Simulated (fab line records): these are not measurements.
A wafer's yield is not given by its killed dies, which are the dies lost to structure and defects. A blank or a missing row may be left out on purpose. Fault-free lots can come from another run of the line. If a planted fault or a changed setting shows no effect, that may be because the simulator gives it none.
fab line records -- flow n5Finfet -- part 1 of 2: steps 1 to 21 of 31
[record] lots = 5, wafers = 15, lastDay = 18
route steps=1938 shown BEOL_M9@1425
lots that met no fault: taken from a fault-free run of the same line
startH: start of the lot's first displayed wafer, in hours after the record's first day -- waitH: how many hours have passed since the lot's step before this one -- " unchanged from the row above -- L1.1+2: several wafers, shown together as one row -- - no value, or no start given -- * or withheld: withheld -- < > ~ a bound
route shown NAME@n: names a module that has steps shown in the file, with the first one's number in the route -- usual: the fault-free wafers' mean and standard deviation -- same: alike in all rows -- chamber/n: place in a boat -- sites: readings site by site -- _std_site: the standard deviation of these -- _edge_site: outer sites' mean less inner sites' -- radiusMm: for every site, how far away it sits from the centre of the wafer -- mask NAME#n: copy n -- behind: the most recent tool/chamber to have shaped the wafer -- hold: cause of the lot's hold/its duration in hours/its outcome -- device: names the non-switching transistor (n, p or np) -- end of line: the tests these same wafers got at the end of their route -- a step with no rows: only its recipe -- killed: the dies lost at the first sort to structure and to defects; this is not the yield of the wafer -- map: a wafer's dies, x killed, . not, _ none there
set.NAME: setting as actually run; set.NAME@STEP: the setting as run at that earlier step -- model.NAME: the simulator's own value behind a step, which no gauge read
lots at some steps of the route; a table a step, a row a wafer
services: the hour from which a tool's chamber was out of use, counted from the record's first day as startH (under 0 if before that day), plus the number of hours and why
[[steps]]
[step N5_BEOL_M9_COAT_63]
[recipe] resist = SOC, tempC = 250, timeS = 60, spinRpm = 1500, resistThkNm = 60
[usual] dispensePressureKPa = 51/4
lot.wafer,tool,chamber,startH,waitH,dispensePressureKPa
L078.1,lithoTrack-03,0,252.78,1.9,55
L078.4,lithoTrack-03,0,252.78,1.9,55
L078.6,lithoTrack-03,0,252.78,1.9,55
L081.3,lithoTrack-01,0,256.82,1.0,50
L081.5,lithoTrack-01,0,256.82,1.0,50
L081.6,lithoTrack-01,0,256.82,1.0,50
L077.1,lithoTrack-02,0,266.06,1.0,46
L077.3,lithoTrack-02,0,266.06,1.0,46
L077.5,lithoTrack-02,0,266.06,1.0,46
L084.1,lithoTrack-03,0,274.86,1.8,55
L084.2,lithoTrack-03,0,274.86,1.8,55
L084.5,lithoTrack-03,0,274.86,1.8,55
L097.1,lithoTrack-03,0,362.01,1.5,55
L097.4,lithoTrack-03,0,362.01,1.5,55
L097.5,lithoTrack-03,0,362.01,1.5,55
[step N5_BEOL_M9_COAT_64]
[recipe] resist = SiARC, tempC = 220, timeS = 60, spinRpm = 1500, resistThkNm = 12
[usual] dispensePressureKPa = 51/4
lot.wafer,tool,chamber,startH,waitH,dispensePressureKPa
L078.1,lithoTrack-03,0,-,-,55
L078.4,lithoTrack-03,0,-,-,55
L078.6,lithoTrack-03,0,-,-,55
L081.3,lithoTrack-01,0,-,-,50
L081.5,lithoTrack-01,0,-,-,50
L081.6,lithoTrack-01,0,-,-,50
L077.1,lithoTrack-02,0,-,-,46
L077.3,lithoTrack-02,0,-,-,46
L077.5,lithoTrack-02,0,-,-,46
L084.1,lithoTrack-03,0,-,-,55
L084.2,lithoTrack-03,0,-,-,55
L084.5,lithoTrack-03,0,-,-,55
L097.1,lithoTrack-03,0,-,-,55
L097.4,lithoTrack-03,0,-,-,55
L097.5,lithoTrack-03,0,-,-,55
[step N5_BEOL_M9_COAT_75]
[recipe] resist = underlayer, tempC = 205, timeS = 60, spinRpm = 1500, resistThkNm = 5
[usual] dispensePressureKPa = 51/4
lot.wafer,tool,chamber,startH,waitH,dispensePressureKPa
L078.1,lithoTrack-03,0,-,-,55
L078.4,lithoTrack-03,0,-,-,55
L078.6,lithoTrack-03,0,-,-,55
L081.3,lithoTrack-01,0,-,-,50
L081.5,lithoTrack-01,0,-,-,50
L081.6,lithoTrack-01,0,-,-,50
L077.1,lithoTrack-02,0,-,-,46
L077.3,lithoTrack-02,0,-,-,46
L077.5,lithoTrack-02,0,-,-,46
L084.1,lithoTrack-03,0,-,-,55
L084.2,lithoTrack-03,0,-,-,55
L084.5,lithoTrack-03,0,-,-,55
L097.1,lithoTrack-03,0,-,-,55
L097.4,lithoTrack-03,0,-,-,55
L097.5,lithoTrack-03,0,-,-,55
[step N5_BEOL_M9_COAT_22]
[recipe] resist = CAR-EUV, spinRpm = 1500, resistThkNm = 30
[usual] dispensePressureKPa = 51/4
lot.wafer,tool,chamber,startH,waitH,dispensePressureKPa
L078.1,lithoTrack-03,0,-,-,55
L078.4,lithoTrack-03,0,-,-,55
L078.6,lithoTrack-03,0,-,-,55
L081.3,lithoTrack-01,0,-,-,50
L081.5,lithoTrack-01,0,-,-,50
L081.6,lithoTrack-01,0,-,-,50
L077.1,lithoTrack-02,0,-,-,46
L077.3,lithoTrack-02,0,-,-,46
L077.5,lithoTrack-02,0,-,-,46
L084.1,lithoTrack-03,0,-,-,55
L084.2,lithoTrack-03,0,-,-,55
L084.5,lithoTrack-03,0,-,-,55
L097.1,lithoTrack-03,0,-,-,55
L097.4,lithoTrack-03,0,-,-,55
L097.5,lithoTrack-03,0,-,-,55
[step N5_BEOL_M9_EBR_24]
[recipe] solvent = PGMEA, ebrWidthMm = 1.5
lot.wafer,tool,chamber,startH,waitH
L078.1+4+6,lithoTrack-03,0,-,-
L081.3+5+6,lithoTrack-01,0,-,-
L077.1+3+5,lithoTrack-02,0,-,-
L084.1+2+5,lithoTrack-03,0,-,-
L097.1+4+5,lithoTrack-03,0,-,-
[step N5_BEOL_M9_SOFTBAKE_23]
[recipe] tempC = 110, timeS = 60, resist = CAR-EUV
lot.wafer,tool,chamber,startH,waitH
L078.1+4+6,lithoTrack-03,0,-,-
L081.3+5+6,lithoTrack-01,0,-,-
L077.1+3+5,lithoTrack-02,0,-,-
L084.1+2+5,lithoTrack-03,0,-,-
L097.1+4+5,lithoTrack-03,0,-,-
[step N5_BEOL_M9_EXPOSE_25]
[recipe] maskId = V8, na = 0.33, sourceShape = annular, sigmaInner = 0.4, sigmaOuter = 0.8, polarization = unpolarized, doseMj = 37.25
[usual] stageMsdNm = 0.829/0.013
lot.wafer,tool,chamber,startH,waitH,mask,stageMsdNm
L078.1,euvScanner-02,0,253.21,-,V8#0,0.816
L078.4,euvScanner-02,0,253.21,-,V8#0,0.819
L078.6,euvScanner-02,0,253.21,-,V8#0,0.813
L081.3,euvScanner-01,0,257.10,-,V8#0,0.821
L081.5,euvScanner-01,0,257.10,-,V8#0,0.819
L081.6,euvScanner-01,0,257.10,-,V8#0,0.821
L077.1,euvScanner-02,0,266.32,-,V8#0,0.818
L077.3,euvScanner-02,0,266.32,-,V8#0,0.816
L077.5,euvScanner-02,0,266.32,-,V8#0,0.815
L084.1,euvScanner-02,0,275.12,-,V8#0,0.823
L084.2,euvScanner-02,0,275.12,-,V8#0,0.821
L084.5,euvScanner-02,0,275.12,-,V8#0,0.821
L097.1,euvScanner-02,0,362.44,-,V8#0,0.856
L097.4,euvScanner-02,0,362.44,-,V8#0,0.855
L097.5,euvScanner-02,0,362.44,-,V8#0,0.854
[step N5_BEOL_M9_PEB_26]
[recipe] pebTempC = 100, pebTimeS = 60, resist = CAR-EUV
lot.wafer,tool,chamber,startH,waitH
L078.1+4+6,lithoTrack-02,0,253.27,0.1
L081.3+5+6,lithoTrack-03,0,257.15,0.0
L077.1+3+5,lithoTrack-01,0,266.38,0.1
L084.1+2+5,lithoTrack-01,0,275.18,0.1
L097.1+4+5,lithoTrack-01,0,362.50,0.1
[step N5_BEOL_M9_DEVELOP_27]
[recipe] developTimeS = 30, developer = TMAH, resist = CAR-EUV, rinseLiquid = surfactantRinse, dry = airSpin, devTempC = 23
lot.wafer,tool,chamber,startH,waitH
L078.1+4+6,lithoTrack-02,0,-,-
L081.3+5+6,lithoTrack-03,0,-,-
L077.1+3+5,lithoTrack-01,0,-,-
L084.1+2+5,lithoTrack-01,0,-,-
L097.1+4+5,lithoTrack-01,0,-,-
[step N5_BEOL_M9_CD_MEAS_28]
[recipe] targetCdNm = 70, landingEnergyEv = 500, detector = seInlens, polarity = opening
[usual] cdNm = 69.9/0.31
lot.wafer,tool,chamber,startH,waitH,cdNm
L078.1,cdSem-01,0,253.34,-,70.1
L078.4,cdSem-01,0,253.34,-,69.9
L078.6,cdSem-01,0,253.34,-,70.2
L081.3,cdSem-01,0,257.22,-,69.4
L081.5,cdSem-01,0,257.22,-,69.8
L081.6,cdSem-01,0,257.22,-,69.9
L077.1,cdSem-03,0,266.45,-,69.8
L077.3,cdSem-03,0,266.45,-,69.8
L077.5,cdSem-03,0,266.45,-,69.9
L084.1,cdSem-01,0,275.25,-,70.2
L084.2,cdSem-01,0,275.25,-,69.6
L084.5,cdSem-01,0,275.25,-,69.8
L097.1,cdSem-02,0,362.57,-,70.3
L097.4,cdSem-02,0,362.57,-,70.2
L097.5,cdSem-02,0,362.57,-,69.6
[step N5_BEOL_M9_OVL_MEAS_29]
[recipe] pointsPerWafer = 522
[usual] V8_OVL = -0.1/0.77
lot.wafer,tool,chamber,startH,waitH,V8_OVL[nm]
L078.1,overlay-01,0,253.37,0.0,-0.9
L078.4,overlay-01,0,253.37,0.0,-0.7
L078.6,overlay-01,0,253.37,0.0,-0.6
L081.3,overlay-01,0,257.26,0.0,-0.3
L081.5,overlay-01,0,257.26,0.0,-0.3
L081.6,overlay-01,0,257.26,0.0,-0.4
L077.1,overlay-02,0,266.48,0.0,0.1
L077.3,overlay-02,0,266.48,0.0,-0.2
L077.5,overlay-02,0,266.48,0.0,-0.6
L084.1,overlay-01,0,275.28,0.0,-0.8
L084.2,overlay-01,0,275.28,0.0,-0.5
L084.5,overlay-01,0,275.28,0.0,-0.4
L097.1,overlay-01,0,362.60,0.0,-0.1
L097.4,overlay-01,0,362.60,0.0,0.3
L097.5,overlay-01,0,362.60,0.0,-1.3
[step N5_BEOL_M9_INSPECT_30]
[recipe] mode = adi, inspectInstrument = brightfield
[usual] rawDefectCount = 431/130
lot.wafer,tool,chamber,startH,waitH,rawDefectCount
L078.1,defectInspect-01,-,253.43,0.1,396
L078.4,defectInspect-01,-,253.43,0.1,367
L078.6,defectInspect-01,-,253.43,0.1,248
L081.3,defectInspect-01,-,257.30,0.0,761
L081.5,defectInspect-01,-,257.30,0.0,584
L081.6,defectInspect-01,-,257.30,0.0,752
L077.1,defectInspect-01,-,266.54,0.1,432
L077.3,defectInspect-01,-,266.54,0.1,637
L077.5,defectInspect-01,-,266.54,0.1,855
L084.1,defectInspect-02,-,275.34,0.1,515
L084.2,defectInspect-02,-,275.34,0.1,412
L084.5,defectInspect-02,-,275.34,0.1,278
L097.1,defectInspect-01,-,362.66,0.1,485
L097.4,defectInspect-01,-,362.66,0.1,399
L097.5,defectInspect-01,-,362.66,0.1,485
[step N5_BEOL_M9_DESCUM_33]
[recipe] chemistry = O2, timeS = 7, sourcePowerW = 50, biasPowerW = 20, pressureMtorr = 20, rfFrequencyHz = 2.712e+07, tempC = 40, resist = CAR-EUV, o2FlowSccm = 225
[usual] drypumpMotorCurrentA = 5.6/0.44, oesProductAu = 0.81/0.072, rfVppV = 242.8/1.2, showerheadPlenumPTorr = 2.07/0.057, throttleValvePct = 20.34/0.23
lot.wafer,tool,chamber,startH,waitH,drypumpMotorCurrentA,oesProductAu,rfHoursCounterH,rfVppV,showerheadPlenumPTorr,throttleValvePct
L078.1,rieDiel-05,2,253.46,0.0,5.0,0.84,89,242.8,2.02,20.40
L078.4,rieDiel-05,0,253.46,0.0,5.1,0.70,204,242.0,2.01,20.46
L078.6,rieDiel-05,1,253.46,0.0,5.9,1.01,-,245.1,2.14,19.94
L081.3,rieDiel-01,3,257.34,0.0,6.0,0.82,74,244.3,2.12,20.36
L081.5,rieDiel-01,3,257.34,0.0,6.0,0.83,-,243.6,2.12,20.35
L081.6,rieDiel-01,2,257.34,0.0,5.3,0.87,-,243.1,2.05,20.30
L077.1,rieDiel-05,0,266.57,0.0,5.1,0.69,208,240.6,2.01,20.50
L077.3,rieDiel-05,2,266.57,0.0,5.0,0.83,93,241.6,2.02,20.41
L077.5,rieDiel-05,3,266.57,0.0,5.8,0.71,-,244.4,2.17,20.87
L084.1,rieDiel-03,0,275.37,0.0,6.0,0.79,90,242.9,2.09,20.44
L084.2,rieDiel-03,3,275.37,0.0,6.5,0.84,59,243.5,2.22,20.35
L084.5,rieDiel-03,0,275.37,0.0,6.1,0.79,-,243.5,2.09,20.43
L097.1,rieDiel-01,3,363.24,0.6,6.0,0.79,107,243.9,2.10,20.41
L097.4,rieDiel-01,1,363.24,0.6,5.4,0.81,88,241.8,2.04,20.10
L097.5,rieDiel-01,1,363.24,0.6,5.4,0.81,-,241.5,2.04,20.11
[step N5_BEOL_M9_ETCH_76]
[recipe] chemistry = N2/H2, target = underlayer, targetDepthA = 65, maskMaterial = CAR-EUV, timeS = 5.2, ionEnergyEv = 200, pressureMtorr = 30, sourceW = 840, biasW = 150, n2FlowSccm = 200, h2FlowSccm = 200, ends = cleared
[usual] drypumpMotorCurrentA = 5.6/0.44, etchRfOnTimeS = 5.23/0.2, oesProductAu = 0.69/0.06, rfVppV = 523.1/2.3, showerheadPlenumPTorr = 2.51/0.073, throttleValvePct = 17.70/0.29
lot.wafer,tool,chamber,startH,waitH,drypumpMotorCurrentA,etchRfOnTimeS,oesProductAu,rfHoursCounterH,rfVppV,showerheadPlenumPTorr,throttleValvePct
L078.1,rieDiel-05,2,253.50,0.0,5.0,5.19,0.71,89,522.3,2.45,17.79
L078.4,rieDiel-05,0,253.50,0.0,5.2,5.32,0.60,204,521.6,2.43,17.93
L078.6,rieDiel-05,1,253.50,0.0,6.0,5.32,0.83,-,528.6,2.59,17.22
L081.3,rieDiel-01,3,257.37,0.0,6.0,5.14,0.69,74,523.9,2.57,17.74
L081.5,rieDiel-01,3,257.37,0.0,6.0,5.15,0.71,-,524.4,2.57,17.76
L081.6,rieDiel-01,2,257.37,0.0,5.2,5.17,0.74,-,522.8,2.44,17.34
L077.1,rieDiel-05,0,266.61,0.0,5.1,5.37,0.59,208,520.8,2.43,17.96
L077.3,rieDiel-05,2,266.61,0.0,5.0,5.11,0.72,93,522.3,2.45,17.78
L077.5,rieDiel-05,3,266.61,0.0,5.8,5.43,0.59,-,526.7,2.62,18.23
L084.1,rieDiel-03,0,275.41,0.0,6.0,5.09,0.70,90,526.0,2.57,18.11
L084.2,rieDiel-03,3,275.41,0.0,6.5,5.25,0.71,59,527.6,2.69,17.68
L084.5,rieDiel-03,0,275.41,0.0,6.0,5.11,0.69,-,524.9,2.57,18.10
L097.1,rieDiel-01,3,363.27,0.0,6.0,5.23,0.67,107,524.0,2.55,17.81
L097.4,rieDiel-01,1,363.27,0.0,5.4,5.45,0.67,88,521.3,2.46,17.39
L097.5,rieDiel-01,1,363.27,0.0,5.4,5.48,0.66,-,522.3,2.46,17.38
[step N5_BEOL_M9_ETCH_65]
[recipe] chemistry = CF4, target = SiARC, targetDepthA = 156, maskMaterial = CAR-EUV, timeS = 26, ionEnergyEv = 80, pressureMtorr = 40, sourceW = 545, biasW = 36, Ar_flow_sccm = 100, cf4FlowSccm = 100, ends = cleared
[usual] drypumpMotorCurrentA = 5.6/0.43, etchRfOnTimeS = 26.2/0.82, oesProductAu = 0.68/0.058, rfVppV = 183.9/1, showerheadPlenumPTorr = 2.12/0.06, throttleValvePct = 15.49/0.24
lot.wafer,tool,chamber,startH,waitH,drypumpMotorCurrentA,etchRfOnTimeS,oesProductAu,rfHoursCounterH,rfVppV,showerheadPlenumPTorr,throttleValvePct
L078.1,rieDiel-05,2,253.51,0.0,5.0,26.1,0.71,89,184.0,2.06,15.53
L078.4,rieDiel-05,0,253.51,0.0,5.1,26.3,0.60,204,183.4,2.04,15.56
L078.6,rieDiel-05,1,253.51,0.0,5.9,26.1,0.83,-,184.8,2.18,15.10
L081.3,rieDiel-01,3,257.39,0.0,6.0,25.5,0.71,74,184.6,2.19,15.60
L081.5,rieDiel-01,3,257.39,0.0,6.0,25.8,0.71,-,182.3,2.19,15.61
L081.6,rieDiel-01,2,257.39,0.0,5.3,25.7,0.74,-,184.9,2.08,15.25
L077.1,rieDiel-05,0,266.62,0.0,5.1,26.4,0.60,208,183.3,2.04,15.60
L077.3,rieDiel-05,2,266.62,0.0,5.0,26.0,0.70,93,182.2,2.06,15.56
L077.5,rieDiel-05,3,266.62,0.0,5.8,27.1,0.59,-,185.3,2.21,16.03
L084.1,rieDiel-03,0,275.42,0.0,6.0,25.9,0.69,90,184.4,2.14,15.54
L084.2,rieDiel-03,3,275.42,0.0,6.5,26.1,0.73,59,185.5,2.25,15.34
L084.5,rieDiel-03,0,275.42,0.0,6.0,25.8,0.68,-,184.1,2.14,15.53
L097.1,rieDiel-01,3,363.29,0.0,6.1,25.3,0.69,107,183.3,2.17,15.67
L097.4,rieDiel-01,1,363.29,0.0,5.4,27.0,0.67,88,184.1,2.09,15.34
L097.5,rieDiel-01,1,363.29,0.0,5.4,26.8,0.67,-,183.6,2.09,15.35
[step N5_BEOL_M9_ETCH_66]
[recipe] chemistry = N2/H2, target = SOC, targetDepthA = 800, overetchA = 160, maskMaterial = SiARC, tempC = 40, timeS = 120, ionEnergyEv = 200, pressureMtorr = 30, sourceW = 840, biasW = 150, n2FlowSccm = 200, h2FlowSccm = 200
[usual] drypumpMotorCurrentA = 5.6/0.44, oesProductAu = 0.62/0.048, rfVppV = 523.2/2.1, showerheadPlenumPTorr = 2.51/0.073, throttleValvePct = 17.65/0.29
lot.wafer,tool,chamber,startH,waitH,drypumpMotorCurrentA,oesProductAu,rfHoursCounterH,rfVppV,showerheadPlenumPTorr,throttleValvePct
L078.1,rieDiel-05,2,253.54,0.0,5.1,0.63,89,521.1,2.45,17.73
L078.4,rieDiel-05,0,253.54,0.0,5.1,0.54,204,520.4,2.43,17.90
L078.6,rieDiel-05,1,253.54,0.0,5.9,0.76,-,526.8,2.59,17.18
L081.3,rieDiel-01,3,257.42,0.0,6.0,0.62,74,524.0,2.57,17.70
L081.5,rieDiel-01,3,257.42,0.0,6.0,0.63,-,524.3,2.57,17.71
L081.6,rieDiel-01,2,257.42,0.0,5.3,0.66,-,522.7,2.44,17.30
L077.1,rieDiel-05,0,266.65,0.0,5.2,0.54,208,520.4,2.43,17.92
L077.3,rieDiel-05,2,266.65,0.0,5.0,0.64,93,521.6,2.45,17.75
L077.5,rieDiel-05,3,266.65,0.0,5.8,0.53,-,526.1,2.62,18.17
L084.1,rieDiel-03,0,275.45,0.0,6.1,0.62,90,524.2,2.57,18.07
L084.2,rieDiel-03,3,275.45,0.0,6.5,0.65,59,530.5,2.68,17.64
L084.5,rieDiel-03,0,275.45,0.0,6.0,0.61,-,524.7,2.57,18.05
L097.1,rieDiel-01,3,363.32,0.0,6.0,0.61,107,524.1,2.55,17.77
L097.4,rieDiel-01,1,363.32,0.0,5.4,0.61,88,521.8,2.46,17.32
L097.5,rieDiel-01,1,363.32,0.0,5.4,0.61,-,522.2,2.46,17.33
[step N5_BEOL_M9_STRIP_69]
[recipe] chemistry = N2/H2, tempC = 40, n2FlowSccm = 200, h2FlowSccm = 200, rfFrequencyHz = 6e+07
lot.wafer,tool,chamber,startH,waitH
L078.1+4+6,rieDiel-05,"2,0,1",253.62,0.0
L081.3+5+6,rieDiel-01,"3,3,2",257.50,0.0
L077.1+3+5,rieDiel-05,"0,2,3",266.73,0.0
L084.1+2+5,rieDiel-03,"0,3,0",275.53,0.0
L097.1+4+5,rieDiel-01,"3,1,1",363.40,0.0
[step N5_BEOL_M9_STRIP_77]
[recipe] chemistry = N2/H2, tempC = 40, n2FlowSccm = 200, h2FlowSccm = 200, rfFrequencyHz = 6e+07
lot.wafer,tool,chamber,startH,waitH
L078.1+4+6,rieDiel-05,"2,0,1",253.63,0.0
L081.3+5+6,rieDiel-01,"3,3,2",257.51,0.0
L077.1+3+5,rieDiel-05,"0,2,3",266.74,0.0
L084.1+2+5,rieDiel-03,"0,3,0",275.54,0.0
L097.1+4+5,rieDiel-01,"3,1,1",363.41,0.0
[step N5_BEOL_M9_VIA_ETCH_34]
[recipe] chemistry = C4F6/O2, target = SiCOH_lowk, targetDepthA = 1824, maskMaterial = SOC, taperDeg = 4, timeS = 68.4, ionEnergyEv = 250, pressureMtorr = 30, sourceW = 345, biasW = 185, Ar_flow_sccm = 300, C4F6_flow_sccm = 10, O2_flow_sccm = 10
[usual] drypumpMotorCurrentA = 5.6/0.44, oesProductAu = 0.80/0.07, rfVppV = 668/25, showerheadPlenumPTorr = 2.83/0.085, throttleValvePct = 20.85/0.23
lot.wafer,tool,chamber,startH,waitH,drypumpMotorCurrentA,oesProductAu,rfHoursCounterH,rfVppV,showerheadPlenumPTorr,throttleValvePct
L078.1,rieDiel-05,2,253.64,0.0,5.0,0.84,89,676,2.73,20.73
L078.4,rieDiel-05,0,253.64,0.0,5.1,0.70,204,617,2.71,20.78
L078.6,rieDiel-05,1,253.64,0.0,6.0,1.00,-,668,2.91,20.43
L081.3,rieDiel-01,3,257.52,0.0,6.0,0.84,74,632,2.92,21.09
L081.5,rieDiel-01,3,257.52,0.0,6.0,0.83,-,631,2.92,21.08
L081.6,rieDiel-01,2,257.52,0.0,5.3,0.87,-,681,2.78,20.66
L077.1,rieDiel-05,0,266.75,0.0,5.1,0.69,208,617,2.70,20.78
L077.3,rieDiel-05,2,266.75,0.0,5.0,0.83,93,677,2.72,20.72
L077.5,rieDiel-05,3,266.75,0.0,5.8,0.70,-,703,2.95,21.36
L084.1,rieDiel-03,0,275.55,0.0,6.1,0.81,90,692,2.84,20.86
L084.2,rieDiel-03,3,275.55,0.0,6.5,0.85,59,655,3.03,20.92
L084.5,rieDiel-03,0,275.55,0.0,6.1,0.80,-,692,2.84,20.87
L097.1,rieDiel-01,3,363.42,0.0,6.0,0.79,107,632,2.91,21.15
L097.4,rieDiel-01,1,363.42,0.0,5.4,0.79,88,681,2.79,20.68
L097.5,rieDiel-01,1,363.42,0.0,5.4,0.78,-,680,2.79,20.68
[step N5_BEOL_M9_STRIP_73]
[recipe] chemistry = C4F6/O2, resist = SiARC, rfFrequencyHz = 6e+07
lot.wafer,tool,chamber,startH,waitH
L078.1+4+6,rieDiel-05,"2,0,1",253.69,0.0
L081.3+5+6,rieDiel-01,"3,3,2",257.57,0.0
L077.1+3+5,rieDiel-05,"0,2,3",266.80,0.0
L084.1+2+5,rieDiel-03,"0,3,0",275.60,0.0
L097.1+4+5,rieDiel-01,"3,1,1",363.47,0.0
[step N5_BEOL_M9_STRIP_36]
[recipe] chemistry = N2/H2, powerW = 450, tempC = 40, pressureMtorr = 20, rfFrequencyHz = 6e+07, overashFraction = 0.3, biasPowerW = 7, h2Frac = 0.5, n2FlowSccm = 200, h2FlowSccm = 200
[usual] drypumpMotorCurrentA = 5.6/0.44, oesProductAu = 0.81/0.072, rfVppV = 59.1/1.5, showerheadPlenumPTorr = 2.50/0.073, throttleValvePct = 23.4/0.39
lot.wafer,tool,chamber,startH,waitH,drypumpMotorCurrentA,oesProductAu,rfHoursCounterH,rfVppV,showerheadPlenumPTorr,throttleValvePct
L078.1,rieDiel-05,2,253.70,0.0,5.0,0.83,89,57.9,2.44,23.6
L078.4,rieDiel-05,0,253.70,0.0,5.2,0.69,204,60.1,2.43,23.8
L078.6,rieDiel-05,1,253.70,0.0,6.0,1.00,-,58.9,2.59,22.9
L081.3,rieDiel-01,3,257.58,0.0,6.0,0.82,74,60.7,2.56,23.6
L081.5,rieDiel-01,3,257.58,0.0,6.0,0.82,-,59.3,2.56,23.6
L081.6,rieDiel-01,2,257.58,0.0,5.3,0.87,-,59.4,2.44,23.1
L077.1,rieDiel-05,0,266.81,0.0,5.1,0.70,208,58.4,2.43,23.8
L077.3,rieDiel-05,2,266.81,0.0,5.0,0.82,93,58.6,2.44,23.6
L077.5,rieDiel-05,3,266.81,0.0,5.8,0.71,-,57.5,2.62,23.9
L084.1,rieDiel-03,0,275.61,0.0,6.1,0.78,90,61.0,2.57,24.2
L084.2,rieDiel-03,3,275.61,0.0,6.6,0.86,59,60.1,2.68,23.6
L084.5,rieDiel-03,0,275.61,0.0,6.1,0.78,-,60.0,2.56,24.2
L097.1,rieDiel-01,3,363.48,0.0,6.1,0.79,107,60.4,2.55,23.6
L097.4,rieDiel-01,1,363.48,0.0,5.4,0.81,88,56.7,2.46,22.8
L097.5,rieDiel-01,1,363.48,0.0,5.4,0.81,-,58.8,2.46,22.8
